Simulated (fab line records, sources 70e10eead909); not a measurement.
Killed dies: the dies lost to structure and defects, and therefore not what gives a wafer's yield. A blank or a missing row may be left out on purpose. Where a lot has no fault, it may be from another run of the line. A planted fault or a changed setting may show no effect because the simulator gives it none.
fab line records | flow nand_harc
[record] lots = 5 | wafers = 15 | last_day = 22
route steps=1159 shown A_WL_FILL@810 END@1159
lots untouched by any fault: they come from a run of this same line in which no faults occurred
start_h: hours from the record's first day to the start of the lot's first wafer shown | wait_h: how many hours have passed since the lot's step before this one | " unchanged from the row above | L1.1+2: a row that stands for several wafers | - either no value or no given start | * or withheld: withheld | < > ~ a bound
route shown NAME@n: NAME is a module with steps in the file, n the number in the route of the first one | usual: mean/standard deviation of fault-free wafers | same: alike in all rows | chamber/n: place in a boat | sites: per-site readings | _std_site: the values' standard deviation | _edge_site: the outer-site mean with the inner-site mean subtracted | radius_mm: for every site, how far away it sits from the centre of the wafer | mask NAME#n: copy n | behind: tool/chamber where the wafer was last shaped | hold: why the lot was held/for how many hours/how that ended | device: transistor that didn't switch, given as n, p or np | end of line: the same wafers' tests at the end of the route | step lacking rows: just its recipe | killed: dies that structure and defects cost at the first sort, which is not the same as the wafer's yield | map: dies across one wafer; x = killed, . = not, _ = none there
set.NAME: the setting the step ran with; set.NAME@STEP: the setting that earlier step ran with | model.NAME: the simulator's own value behind a step, which no gauge read
lots at selected steps of the route; one table per step, one row per wafer
services: from which hour (start_h, from the record's first day; less than 0 if before it) a tool's chamber was out of use, for how many hours, and why
[[steps]]
[step NHARC_A_WL_FILL_RTA_01]
[recipe] temp_c = 1000 | time_s = 5
[usual] lamp_power_pct = 31.7/1.4 | wafer_temp_C_max = 1004.8/1.4
lot.wafer | tool          | chamber | start_h | wait_h | lamp_power_pct | wafer_temp_C_max
L460.2    | rtp_anneal-02 | 0       | 344.95  | -      | 30.3           | 1005.4
L460.4    | "             | 0       | "       | "      | 30.3           | 1004.7
L460.5    | "             | 0       | "       | "      | 30.3           | 1004.9
L466.3    | rtp_anneal-02 | 0       | 382.38  | -      | 30.4           | 1003.8
L466.4    | "             | 0       | "       | "      | 30.3           | 1004.0
L466.5    | "             | 0       | "       | "      | 30.3           | 1004.0
L465.1    | rtp_anneal-02 | 0       | 382.50  | -      | 30.2           | 1003.7
L465.3    | "             | 0       | "       | "      | 30.3           | 1002.9
L465.4    | "             | 0       | "       | "      | 30.3           | 1004.0
L467.1    | rtp_anneal-01 | 0       | 393.93  | 0.4    | 33.1           | 1005.2
L467.2    | "             | 0       | "       | "      | 33.1           | 1006.9
L467.6    | "             | 0       | "       | "      | 33.1           | 1004.8
L470.1    | rtp_anneal-02 | 0       | 418.74  | -      | 30.3           | 1005.3
L470.2    | "             | 0       | "       | "      | 30.3           | 1003.4
L470.5    | "             | 0       | "       | "      | 30.4           | 1004.0
[step NHARC_A_WL_FILL_ALD_02]
[recipe] target_thk_a = 20 | pulse_time_s = 3 | ald_cycles = 100 | temp_c = 450 | material = TiN
[usual] heater_power_outer_w = 745/75 | heater_power_w = 1137/130 | precursor_pulse_height_rel = 1.000/0.021 | susceptor_temp_C = 450.02/0.26
lot.wafer | tool         | chamber | start_h | wait_h | heater_power_outer_w | heater_power_w | precursor_pulse_height_rel | since_wet_clean_h | susceptor_temp_C
L460.2    | ald_metal-04 | 3       | 345.24  | 0.3    | 761                  | 1229           | 0.993                      | 107               | 449.93
L460.4    | "            | 0       | "       | "      | 811                  | 1224           | 0.987                      | -                 | 450.04
L460.5    | "            | 1       | "       | "      | 809                  | 1229           | 1.026                      | -                 | 449.72
L466.4    | ald_metal-03 | 3       | 382.62  | 0.2    | 779                  | 1150           | 1.010                      | 51                | 449.63
L466.3    | "            | 0       | "       | "      | 752                  | 1202           | 1.015                      | 51                | 450.51
L466.5    | "            | 2       | "       | "      | 715                  | 1034           | 0.956                      | -                 | 450.00
L465.1    | ald_metal-01 | 1       | 382.71  | 0.2    | 604                  | 887            | 1.002                      | 93                | 450.20
L465.4    | "            | 3       | "       | "      | 785                  | 1153           | 1.017                      | 93                | 449.62
L465.3    | "            | 0       | "       | "      | 739                  | 976            | 0.998                      | 93                | 449.65
L467.1    | ald_metal-03 | 2       | 394.15  | 0.2    | 712                  | 1051           | 0.974                      | 62                | 449.87
L467.2    | "            | 3       | "       | "      | 766                  | 1154           | 1.025                      | 62                | 450.11
L467.6    | "            | 2       | "       | "      | 709                  | 1019           | 1.007                      | -                 | 450.41
L470.2    | ald_metal-03 | 2       | 418.96  | 0.2    | 717                  | 1048           | 0.963                      | 87                | 450.15
L470.1    | "            | 3       | "       | "      | 790                  | 1130           | 1.019                      | 87                | 450.08
L470.5    | "            | 2       | "       | "      | 718                  | 1056           | 1.060                      | -                 | 449.96
[step NHARC_A_WL_FILL_CVD_03]
[recipe] target_thk_a = 400 | temp_c = 300 | pressure_torr = 40 | wf6_flow_sccm = 40 | h2_flow_sccm = 1600 | ar_flow_sccm = 1560 | time_s = 3302 | material = W
[usual] heater_power_outer_w = 255/10 | heater_power_w = 471/24 | mfc_h2_sccm = 1600/5 | throttle_valve_pct = 7.92/0.27
lot.wafer | tool     | chamber | start_h | wait_h | heater_power_outer_w | heater_power_w | mfc_h2_sccm | since_wet_clean_h | throttle_valve_pct
L460.2    | cvd_w-02 | 0       | 353.66  | 8.1    | 240                  | 436            | 1596        | 146               | 7.85
L460.4    | "        | 0       | "       | "      | 231                  | 427            | 1607        | -                 | 7.87
L460.5    | "        | 0       | "       | "      | 240                  | 445            | 1608        | -                 | 7.79
L465.1    | cvd_w-01 | 1       | 392.01  | 8.9    | 271                  | 491            | 1606        | 86                | 8.17
L465.4    | "        | 1       | "       | "      | 267                  | 501            | 1598        | -                 | 8.34
L465.3    | "        | 0       | "       | "      | 252                  | 455            | 1599        | -                 | 7.64
L466.4    | cvd_w-02 | 1       | 392.69  | 9.8    | 247                  | 491            | 1598        | -                 | 7.62
L466.3    | "        | 0       | "       | "      | 243                  | 437            | 1608        | -                 | 7.81
L466.5    | "        | 1       | "       | "      | 243                  | 480            | 1609        | -                 | 7.66
L467.2    | cvd_w-01 | 0       | 396.10  | 1.6    | 265                  | 453            | 1602        | 90                | 7.78
L467.1    | "        | 1       | "       | "      | 264                  | 498            | 1600        | 91                | 8.22
L467.6    | "        | 1       | 398.46  | 3.9    | 268                  | 487            | 1602        | -                 | 8.54
L470.1    | cvd_w-02 | 1       | 421.16  | 1.8    | 240                  | 494            | 1600        | 30                | 7.57
L470.2    | "        | 0       | "       | "      | 247                  | 453            | 1602        | 31                | 7.94
L470.5    | "        | 1       | 423.07  | 3.7    | 249                  | 479            | 1604        | -                 | 7.58
[step NHARC_A_WL_FILL_ETCHBACK_04]
[recipe] target_depth_a = 600 | time_s = 120 | chemistry = NF3
[step NHARC_A_WL_FILL_ETCHBACK_05]
[recipe] target_depth_a = 220 | time_s = 60 | temp_c = 40 | chemistry = Cl2/BCl3
[usual] drypump_motor_current_A = 6.08/0.23 | oes_product_au = 0.997/0.0091
lot.wafer | tool         | chamber | start_h | wait_h | drypump_motor_current_A | oes_product_au | rf_hours_counter_h
L460.2    | rie_metal-02 | 0       | 357.24  | 0.2    | 6.25                    | 1.012          | 4.4
L460.4    | "            | 0       | "       | "      | 6.23                    | 1.003          | -
L460.5    | "            | 0       | "       | "      | 6.24                    | 1.009          | -
L466.3    | rie_metal-01 | 0       | 395.30  | 0.2    | 6.02                    | 1.002          | -
L466.4    | "            | 1       | "       | "      | 5.87                    | 0.984          | -
L466.5    | "            | 1       | "       | "      | 5.85                    | 0.981          | -
L465.1    | rie_metal-03 | 1       | 395.57  | 0.2    | 6.51                    | 0.995          | 2.5
L465.3    | "            | 0       | "       | "      | 6.31                    | 0.991          | -
L465.4    | "            | 1       | "       | "      | 6.50                    | 0.996          | -
L467.1    | rie_metal-01 | 0       | 399.65  | 0.2    | 6.00                    | 1.006          | 1.3
L467.2    | "            | 1       | "       | "      | 5.87                    | 0.993          | 1.3
L467.6    | "            | 1       | "       | "      | 5.86                    | 0.993          | -
L470.2    | rie_metal-02 | 0       | 424.76  | 0.2    | 6.23                    | 0.995          | 0.9
L470.1    | "            | 1       | "       | "      | 5.84                    | 1.008          | 0.9
L470.5    | "            | 1       | "       | "      | 5.86                    | 0.992          | -
[step NHARC_A_WL_FILL_STRIP_27]
[recipe] power_w = 1500 | temp_c = 250 | time_s = 20 | chemistry = N2/H2
[usual] drypump_motor_current_A = 5.7/0.44 | heater_power_w = 316/45
lot.wafer | tool            | chamber | start_h | wait_h | drypump_motor_current_A | heater_power_w | rf_hours_counter_h
L460.2    | plasma_asher-02 | 0       | 357.38  | 0.1    | 6.4                     | 367            | 57
L460.4    | "               | 1       | "       | "      | 5.4                     | 338            | -
L460.5    | "               | 0       | "       | "      | 6.4                     | 365            | -
L466.3    | plasma_asher-01 | 0       | 395.46  | 0.1    | 5.6                     | 251            | -
L466.4    | "               | 1       | "       | "      | 5.3                     | 285            | -
L466.5    | "               | 1       | "       | "      | 5.3                     | 287            | -
L465.1    | plasma_asher-02 | 0       | 395.70  | 0.1    | 6.4                     | 380            | 7
L465.4    | "               | 0       | "       | "      | 6.4                     | 359            | -
L465.3    | "               | 1       | "       | "      | 5.4                     | 316            | -
L467.2    | plasma_asher-01 | 1       | 399.80  | 0.1    | 5.3                     | 283            | 41
L467.1    | "               | 0       | "       | "      | 5.6                     | 244            | 41
L467.6    | "               | 1       | "       | "      | 5.3                     | 284            | -
L470.1    | plasma_asher-01 | 0       | 424.90  | 0.1    | 5.6                     | 241            | 49
L470.2    | "               | 1       | "       | "      | 5.3                     | 290            | 49
L470.5    | "               | 1       | "       | "      | 5.3                     | 286            | -
[step NHARC_A_WL_FILL_STRIP_28]
[recipe] time_s = 1200 | temp_c = 72.5 | chemistry = post_etch_residue_remover
[step NHARC_A_WL_FILL_PRECLEAN_06]
[recipe] time_s = 300 | chemistry = DIW
[step NHARC_A_WL_FILL_SRD_07]
[step NHARC_A_WL_FILL_ANNEAL_08]
[recipe] temp_c = 450 | time_s = 1800
[step NHARC_A_WL_FILL_ALD_10]
[recipe] target_thk_a = 500 | pulse_time_s = 10 | ald_cycles = 500 | temp_c = 300 | material = SiO2
[usual] heater_power_outer_w = 266/28 | heater_power_w = 478/51 | precursor_pulse_height_rel = 1.001/0.022 | susceptor_temp_C = 300.00/0.18
lot.wafer | tool      | chamber | start_h | wait_h | heater_power_outer_w | heater_power_w | precursor_pulse_height_rel | since_wet_clean_h | susceptor_temp_C
L460.2    | ald_hk-03 | 1       | 363.75  | 0.6    | 265                  | 452            | 1.027                      | 29                | 300.42
L460.4    | "         | 3       | 364.79  | 1.6    | 304                  | 486            | 0.988                      | 30                | 300.01
L460.5    | "         | 0       | "       | "      | 299                  | 592            | 1.014                      | -                 | 300.02
L466.4    | ald_hk-02 | 2       | 401.12  | 0.6    | 246                  | 452            | 1.040                      | 112               | 300.08
L466.3    | "         | 0       | 402.13  | 1.6    | 233                  | 437            | 1.006                      | 113               | 299.97
L466.5    | "         | 1       | "       | "      | 300                  | 523            | 1.014                      | -                 | 300.04
L465.3    | ald_hk-01 | 2       | 401.15  | 0.6    | 240                  | 434            | 1.001                      | 163               | 299.97
L465.4    | "         | 3       | "       | "      | 247                  | 460            | 1.033                      | 164               | 300.20
L465.1    | "         | 0       | "       | "      | 281                  | 532            | 0.973                      | 164               | 300.22
L467.2    | ald_hk-03 | 2       | 406.95  | 2.0    | 247                  | 458            | 0.999                      | 72                | 300.16
L467.1    | "         | 0       | 407.98  | 3.0    | 298                  | 582            | 0.963                      | 73                | 299.95
L467.6    | "         | 2       | 409.01  | 4.1    | 241                  | 457            | 0.974                      | -                 | 299.88
L470.2    | ald_hk-02 | 2       | 432.13  | 0.6    | 255                  | 456            | 0.983                      | 143               | 299.84
L470.1    | "         | 0       | 433.15  | 1.6    | 231                  | 451            | 1.003                      | 144               | 304.50
L470.5    | "         | 1       | "       | "      | 296                  | 523            | 1.035                      | -                 | 300.09
[step NHARC_A_WL_FILL_ETCHBACK_16]
[recipe] target_depth_a = 880 | time_s = 17.6 | c4f8_flow_sccm = withheld | o2_flow_sccm = 8 | ar_flow_sccm = withheld | rf_w = 600 | bias_w = 800 | chemistry = C4F8/O2/Ar
[step NHARC_END_SORT_01]
[recipe] temp_c = 25
[usual] killed_at_array = 28/11 | killed_at_other = 0.7/0.88 | killed_at_periphery = 3.1/2.2 | killed_dies = 31/12 | killed_open = 3.3/2 | killed_short = 2.0/1.6
[same] gross_dies = 677
lot.wafer | tool      | chamber | start_h | wait_h | killed_at_array | killed_at_other | killed_at_periphery | killed_dies | killed_open | killed_short
L460.2    | prober-01 | 0       | 459.99  | 2.8    | 15              | 1               | 6                   | 22          | 2           | 1
L460.4    | prober-01 | 0       | 461.56  | 3.4    | 15              | 2               | 2                   | 19          | 3           | 0
L460.5    | prober-01 | 0       | 462.35  | 3.6    | 25              | 0               | 6                   | 31          | 5           | 2
L467.1    | prober-02 | 0       | 498.65  | 2.5    | 16              | 0               | 4                   | 20          | 5           | 4
L467.2    | prober-02 | 0       | 499.45  | 2.8    | 15              | 2               | 1                   | 18          | 2           | 4
L467.6    | prober-02 | 0       | 502.65  | 4.0    | 11              | 1               | 2                   | 14          | 5           | 2
L470.1    | prober-02 | 0       | 524.48  | 2.5    | 42              | 0               | 2                   | 44          | 5           | 1
L470.2    | prober-02 | 0       | 525.28  | 2.8    | 37              | 1               | 5                   | 43          | 2           | 3
L470.5    | prober-02 | 0       | 527.68  | 3.7    | 35              | 0               | 2                   | 37          | 1           | 1
// killed by level:class
L460.2 A_CHANNEL_HOLE_D1:chamber_film_flake=10 P_ZERO_WELL:chamber_film_flake=2 P_GATE:chamber_film_flake=2 A_CONTACT:chamber_film_flake=2 P_M0:geometric_particle:open=1 A_SOURCE_PLATE:geometric_particle:open=1 A_WL_FILL:geometric_particle:short=1 P_STI:chamber_film_flake=1
L460.4 A_CHANNEL_HOLE_D1:chamber_film_flake=6 A_CHANNEL_FILL_D1:chamber_film_flake=2 A_BLC:geometric_particle:open=2 THIN_TSV:chamber_film_flake=2 A_CHANNEL_HOLE_D1:geometric_particle:open=1 P_CONTACT:chamber_film_flake=1 P_M2:chamber_film_flake=1 A_STAIRCASE:chamber_film_flake=1
L460.5 A_CHANNEL_HOLE_D1:chamber_film_flake=13 P_ZERO_WELL:chamber_film_flake=3 A_CONTACT:chamber_film_flake=3 P_CONTACT:geometric_particle:open=2 A_WL_FILL:geometric_particle:open=2 A_STAIRCASE:chamber_film_flake=2 P_M0:geometric_particle:open=1 A_CHANNEL_FILL_D1:geometric_particle:short=1
L467.1 A_STAIRCASE:chamber_film_flake=4 P_CONTACT:geometric_particle:open=2 P_M1:geometric_particle:open=2 A_CHANNEL_FILL_D1:geometric_particle:short=2 A_CHANNEL_HOLE_D1:chamber_film_flake=2 A_CONTACT:chamber_film_flake=2 A_ONON_D1:geometric_particle:short=1 A_CHANNEL_FILL_D1:geometric_particle:open=1
L467.2 A_CHANNEL_HOLE_D1:chamber_film_flake=4 A_STAIRCASE:chamber_film_flake=4 A_ZERO_WELL:chamber_film_flake=2 P_CONTACT:geometric_particle:short=1 A_ONON_D1:geometric_particle:short=1 A_ONON_D1:geometric_particle:open=1 A_WL_FILL:geometric_particle:short=1 A_M1:geometric_particle:open=1
L467.6 A_CONTACT:geometric_particle:open=2 A_CHANNEL_HOLE_D1:chamber_film_flake=2 P_M0:geometric_particle:open=1 A_ONON_D1:geometric_particle:open=1 A_ONON_D1:geometric_particle:short=1 A_WL_FILL:geometric_particle:short=1 P_STI:chamber_film_flake=1 STARTING-WAFER:geometric_particle:open=1
L470.1 A_CHANNEL_HOLE_D1:chamber_film_flake=15 A_SLIT:chamber_film_flake=11 A_STAIRCASE:chamber_film_flake=4 A_WL_FILL:geometric_particle:open=2 A_CONTACT:geometric_particle:open=2 A_WL_FILL:chamber_film_flake=2 A_CONTACT:chamber_film_flake=2 P_M0:geometric_particle:open=1
L470.2 A_CHANNEL_HOLE_D1:chamber_film_flake=12 A_STAIRCASE:chamber_film_flake=9 A_SLIT:chamber_film_flake=7 A_ONON_D1:geometric_particle:short=2 P_ZERO_WELL:chamber_film_flake=2 P_GATE:chamber_film_flake=2 A_SGD_CUT:chamber_film_flake=2 P_M1:geometric_particle:open=1
L470.5 A_CHANNEL_HOLE_D1:chamber_film_flake=16 A_SLIT:chamber_film_flake=8 A_STAIRCASE:chamber_film_flake=5 A_CONTACT:chamber_film_flake=2 A_CHANNEL_FILL_D1:geometric_particle:short=1 A_BLC:geometric_particle:open=1 P_ZERO_WELL:chamber_film_flake=1 P_GATE:chamber_film_flake=1
[[services]]
tool            | chamber | start_h | hours | kind
ald_metal-03    | -       | 322.00  | 10.0  | pm
ald_metal-03    | 0       | 322.00  | 10.0  | vent_cycle
ald_metal-03    | 1       | 322.00  | 10.0  | vent_cycle
ald_metal-03    | 2       | 322.00  | 10.0  | vent_cycle
ald_metal-03    | 3       | 322.00  | 10.0  | vent_cycle
ald_hk-03       | -       | 326.14  | 10.0  | pm
ald_metal-04    | 1       | 327.67  | 7.3   | repair
ald_metal-03    | 0       | 332.00  | -     | clean
ald_metal-03    | 1       | 332.00  | -     | clean
rie_metal-01    | -       | 332.00  | 9.0   | pm
ald_metal-04    | 2       | 343.04  | 16.6  | repair
ald_metal-01    | 2       | 359.99  | 1.8   | repair
plasma_asher-02 | -       | 360.00  | 9.0   | pm
rie_metal-03    | 1       | 373.84  | 18.6  | repair
ald_metal-04    | -       | 374.14  | 1.5   | repair
cvd_w-02        | -       | 378.31  | 13.0  | pm
ald_metal-04    | -       | 387.57  | 6.2   | repair
rie_metal-02    | -       | 388.00  | 9.0   | pm
plasma_asher-02 | -       | 390.89  | 1.3   | repair
ald_metal-01    | 3       | 394.95  | 22.3  | repair
ald_metal-04    | -       | 406.00  | 10.0  | pm
ald_hk-01       | -       | 406.83  | 10.0  | pm
ald_metal-03    | 0       | 421.64  | 4.9   | repair
ald_metal-01    | -       | 428.66  | 0.7   | repair
[[key]]
[first_sign] step = NHARC_A_WL_FILL_ALD_10 | reading = susceptor_temp_C | direction = up | sigmas = 25 | usual = * | struck = *
effect none on later readings
met_at NHARC_A_WL_FILL_ALD_10
struck_wafers L470.1
tester_left_out L470
[fault] kind = process_parameter_drift | tool = ald_hk-02 | chamber = 0 | onset_h = 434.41 | steps = NHARC_A_WL_FILL_ALD_10 | channel = temp_c | offset = * | shape = step | end_h = 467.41 | acts_in = * | stated = *
// tester_left_out: of these lots the tester's yield and bins aren't shown, on N5 and GAA mostly nor the transistor test; their killed dies are dies lost to structure and defects alone, not to doping, threshold or leakage, so they don't give the yield
